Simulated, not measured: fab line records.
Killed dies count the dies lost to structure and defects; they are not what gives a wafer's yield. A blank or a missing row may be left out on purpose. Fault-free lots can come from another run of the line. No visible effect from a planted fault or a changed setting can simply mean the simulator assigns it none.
Problem report, 8D (eight disciplines) form, completed by code -- flow n5Finfet -- the parts of the form that need people (team, actions taken, sign-off) are left out

1. THE PROBLEM
At N5_WELL_APT_COAT_02, spinSpeedRpm averages 1402.5 rpm over 6 wafers from 2 lots, while fault-free wafers read 1356.9 rpm, standard deviation 0.87. Measured from the usual mean, that is +52 standard deviations.
The step: resist thk 950 nm.
First observed at day 3 13:37: wafer L788.1, on lithoTrack-04. Wafers with a number at this step in the record: 27, from 9 lots. Rule for "out", or "out of limits": more than 4 standard deviations from the usual mean. Any other wafer with a number is counted as sound.

2. WHAT IT IS, AND WHAT IT ISN'T
question,is,is not
which readings at this step,spinSpeedRpm,dispensePressureKPa
which lots,"L788, L791","L780, L784, L785, L786, L789, L792, L796"
which wafers of those lots,all that have a number,-
read on which tools,lithoTrack-04,"lithoTrack-01, lithoTrack-03"
when,from day 3 13:37,"up to then (12 sound wafers); but 9 sound wafers of L789, L792, L796 came after"

3. THE SUSPECTS, EACH WITH WHAT RULES IT OUT
Counting: a tool stays on the suspect list if, at a process step up to the reading, it processed all lots that are out and no sound lot following the first of them.
- lithoTrack-04 at N5_WELL_APT_COAT_02 (resist thk 950 nm): kept. It processed each lot that is out, first L788 at day 3 13:37, and no sound lot thereafter; up to then, the last sound lot it processed was L786 at day 3 01:17. Its own readings are out on those wafers: spinSpeedRpm.
The count leaves lithoTrack-04 at N5_WELL_APT_COAT_02.

4. THE CAUSE (what the simulator had put in)
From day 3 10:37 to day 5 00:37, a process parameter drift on lithoTrack-04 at N5_WELL_APT_COAT_02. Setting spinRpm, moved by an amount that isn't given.
Only this tool survived the counting.

5. THE CHAIN OF EFFECTS, in route order
One row per reading whose mean, taken over the struck wafers that have a number, lies over 3 standard deviations from the usual. Only readings whose record carries a usual standard deviation are examined. hours: median over the lots of the time between each lot's start at the first step of this table that gives one and its start at this step. sigmas: the change, counted in usual standard deviations.
hours,step,reading,usual,on struck wafers,change,sigmas
0,N5_WELL_APT_COAT_02,spinSpeedRpm,1356.9 rpm,1402.5,+45.6,+52
Process steps it contains:
- N5_WELL_APT_COAT_02: resist thk 950 nm.
Later steps that measure or inspect, where all struck wafers having a row at the step show a number for every such reading and not one has moved that far: N5_WELL_APT_OVL_MEAS_26, N5_BEOL_M4_RC_MEAS_101.

6. WHAT WOULD HAVE CAUGHT IT SOONER
3 hours passed between the start of the fault at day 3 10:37 and the first reading out of limits in this record, taken at day 3 13:37.
